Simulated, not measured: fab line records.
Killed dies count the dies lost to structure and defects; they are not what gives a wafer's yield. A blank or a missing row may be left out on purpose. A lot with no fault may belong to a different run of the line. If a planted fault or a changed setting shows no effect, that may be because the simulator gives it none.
Chamber matching    flow n5 finfet    pecvd-02 running N5_SDB_HM_DEP_00: 3 sister chambers
The step deposits SiNx from SiH4/NH3/N2, target thk 40 nm, time 35.3 s. 24 wafers are shown with their chamber, then 12 later ones without.

== WAFERS, EACH WITH ITS CHAMBER ==
wafer   chamber  throttle valve pct (%)  showerhead plenum p Torr (Torr)  heater power w (W)
L078.1  0        37.5                    5.16                             892
L078.2  2        43.1                    5.05                             717
L078.3  1        42.4                    5.17                             736
L078.4  1        42.2                    5.17                             741
L078.5  2        43.5                    5.06                             715
L078.6  0        37.0                    5.16                             894
L079.2  1        42.3                    5.17                             632
L079.3  0        37.1                    5.16                             842
L079.6  0        37.0                    5.15                             850
L081.3  0        37.0                    5.15                             944
L081.4  2        43.1                    5.05                             737
L081.6  1        42.4                    5.17                             756
L082.1  0        37.4                    5.16                             955
L082.2  1        42.0                    5.16                             781
L082.3  2        42.9                    5.07                             707
L085.1  2        43.2                    5.05                             729
L085.4  2        43.1                    5.06                             738
L085.5  0        37.4                    5.16                             913
L087.1  2        43.3                    5.06                             699
L087.2  1        42.2                    5.17                             765
L087.3  0        37.1                    5.16                             902
L087.4  1        42.1                    5.16                             745
L087.5  2        43.2                    5.07                             710
L087.6  0        37.3                    5.16                             873

SIGNATURES (means of the wafers above)
reading                   chamber 0  chamber 1  chamber 2  scatter within a chamber
throttle valve pct        37.200     42.229     43.175     0.179
showerhead plenum p Torr  5.1578     5.1671     5.0587     0.00612
heater power w            896.11     736.57     719.00     36.1
Rule: a wafer's distance from a chamber is the root of the sum, over the readings, of the square of ((its reading less the chamber's mean) divided by the reading's scatter). The wafer belongs to the nearest chamber; if the next one is less than 2 further off, it can't be placed. The scatter: take each reading less its chamber's mean, square it, sum over the shown wafers, divide by the number of wafers less the number of chambers, and take the root.

== WAFERS WITH NO CHAMBER GIVEN ==
wafer   throttle valve pct (%)  showerhead plenum p Torr (Torr)  heater power w (W)
L089.1  42.1                    5.17                             723
L089.4  43.1                    5.06                             695
L089.6  37.4                    5.15                             811
L094.1  37.4                    5.16                             867
L094.2  43.1                    5.05                             730
L094.3  42.1                    5.17                             690
L094.4  43.2                    5.06                             722
L094.5  37.2                    5.16                             864
L094.6  42.1                    5.18                             710
L096.2  42.2                    5.16                             789
L096.4  37.3                    5.17                             960
L096.6  37.6                    5.15                             941

== CHAMBER TAKEN BY EACH ==
wafer   from the rows above  in truth
L089.1  1                    1
L089.4  2                    2
L089.6  0                    0
L094.1  0                    0
L094.2  2                    2
L094.3  1                    1
L094.4  2                    2
L094.5  0                    0
L094.6  1                    1
L096.2  1                    1
L096.4  0                    0
L096.6  0                    0
Correct placement for 12 of the 12. From these rows, 0 cannot be placed. Wrongly placed: 0.
